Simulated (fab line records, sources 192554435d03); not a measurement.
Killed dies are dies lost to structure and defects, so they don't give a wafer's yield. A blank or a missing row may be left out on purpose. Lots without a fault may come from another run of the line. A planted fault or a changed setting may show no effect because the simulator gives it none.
One fault seen from 2 desks | flow n5_finfet | each desk has only its own numbers; what lay behind them comes last

THE TOOL OWNER'S DESK: pvd_sputter-01
The tool's own readings at N5_BEOL_M1_PRE_CLEAN_45 (time 30 s): means of the sampled wafers that have a number, for each lot that ran on this tool. A lot is out of limits, marked OUT, if its mean lies more than 4 standard deviations from the usual mean; the brackets give that distance.
Columns: A = heater_power_w at N5_BEOL_M1_PRE_CLEAN_45, usual 332 W
lot  | first seen here | A
L997 | day 7 22:07     | 308
L101 | day 8 10:55     | 329
L113 | day 11 19:26    | 346
This desk's finding: nothing out of limits on any of the 3 lots.

THE METROLOGY DESK
What the gauges read, lot by lot, whatever tool the lot ran on: means of the sampled wafers that have a number. A lot is out of limits, marked OUT, if its mean lies more than 4 standard deviations from the usual mean; the brackets give that distance.
Columns: A = trench_depth_nm at N5_BEOL_M1_OCD_MEAS_38, usual 54.8 nm; B = cd_nm at N5_BEOL_M1_CD_MEAS_35, usual 18.1 nm; C = M1_THK at N5_BEOL_M1_THK_MEAS_53, usual 39.6 nm; D = M1_RS at N5_BEOL_M1_RS_MEAS_58, usual 0.67 ohm/sq
lot  | first seen here | A    | B    | C    | D
L992 | day 6 06:44     | 55.7 | 18.3 | 37.8 | 0.70
L997 | day 7 21:29     | 54.8 | 18.4 | 37.7 | 0.72
L999 | day 8 02:50     | 54.8 | 18.3 | 40.9 | 0.64
L101 | day 8 08:58     | 54.9 | 17.9 | 39.7 | 0.66
L113 | day 11 18:04    | 55.1 | 17.7 | 39.1 | 0.69
L115 | day 12 04:29    | 55.5 | 18.5 | 40.4 | 0.66
This desk's finding: nothing out of limits on any of the 6 lots.

PUT TOGETHER
The tool owner's desk saw nothing out of limits.
The metrology desk saw nothing out of limits.

WHAT THE SIMULATOR HAD PUT IN
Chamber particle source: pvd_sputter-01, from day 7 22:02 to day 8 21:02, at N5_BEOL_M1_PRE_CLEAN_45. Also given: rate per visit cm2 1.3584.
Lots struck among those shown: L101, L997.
